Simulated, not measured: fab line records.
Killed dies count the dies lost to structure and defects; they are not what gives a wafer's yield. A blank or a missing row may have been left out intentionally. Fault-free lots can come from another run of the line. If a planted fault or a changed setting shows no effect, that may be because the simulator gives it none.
Problem report in the 8D (eight disciplines) form, filled by code    flow n5Finfet    the parts of the form that need people (team, actions taken, sign-off) are left out

1. THE PROBLEM
biasW at N5_BEOL_M13_ETCH_59 reads a mean of 114.0 W on 6 wafers of 2 lots; wafers without a fault read 150.0 W with a standard deviation of 0.46. Relative to the usual mean, that is a shift of -78 standard deviations.
The step: etches BARC in N2/H2, target depth 89 nm, overetch 26.7 nm, time 67.9 s.
First observed at day 13 14:58: wafer L623.1, on rieDiel-06. At this step, 30 wafers from 10 lots have a number in the record. The rule behind "out" and "out of limits": a value lying over 4 standard deviations away from the usual mean. Any other wafer with a number is counted as sound.

2. WHAT IT IS, AND WHAT IT ISN'T
question                     is                      is not
which readings at this step  biasW, rfVppV           drypumpMotorCurrentA, oesProductAu, showerheadPlenumPTorr
which lots                   L623, L626              L615, L616, L618, L619, L624, L634, L635, L637
which wafers of those lots   all that have a number  -
read on which tools          rieDiel-06              rieDiel-03, rieDiel-05
when                         from day 13 14:58       up to then (15 sound wafers); but 9 sound wafers of L634, L635, L637 came after

3. WHAT RULES OUT EACH SUSPECT
Counting: a tool stays on the suspect list if, at a process step up to the reading, it processed all lots that are out and no sound lot following the first of them.
- plasmaAsher-01 at N5_BEOL_M12_STRIP_37 (strips in N2/H2): ruled out as a lasting fault. The sound lots L624, L635 went through it after L623, its earliest lot that is out (day 13 10:29).
- rieDiel-06 at N5_BEOL_M13_ETCH_59 (etches BARC in N2/H2, target depth 89 nm, overetch 26.7 nm, time 67.9 s): kept. It ran every lot that is out, first L623 (day 13 14:58), and no sound lot after that; its last sound lot up to then is L624 (day 13 14:40). Out on those wafers are its own readings of biasW, rfVppV.
The count leaves rieDiel-06 at N5_BEOL_M13_ETCH_59.

4. THE CAUSE (what the simulator had put in)
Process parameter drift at N5_BEOL_M13_ETCH_59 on rieDiel-06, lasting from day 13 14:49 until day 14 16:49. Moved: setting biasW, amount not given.
The count eliminated every tool but this one.

5. THE EFFECT CHAIN, in route order
Each row: a reading where the mean over the struck wafers with a number is more than 3 standard deviations away from the usual. Only readings whose record carries a usual standard deviation are examined. hours: median over the lots of the time between each lot's start at the first step of this table that gives one and its start at this step. sigmas: the change, counted in usual standard deviations.
hours  step                 reading  usual    on struck wafers  change  sigmas
0      N5_BEOL_M13_ETCH_59  biasW    150.0 W  114.0             -36.0   -78
0      N5_BEOL_M13_ETCH_59  rfVppV   524.6 V  441.1             -83.5   -35
Here are the process steps it includes:
- N5_BEOL_M13_ETCH_59: etches BARC in N2/H2, target depth 89 nm, overetch 26.7 nm, time 67.9 s.

6. WHAT WOULD HAVE CAUGHT IT SOONER
First out-of-limits reading in this record: day 13 14:58, which is 0 hours after fault onset at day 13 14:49.
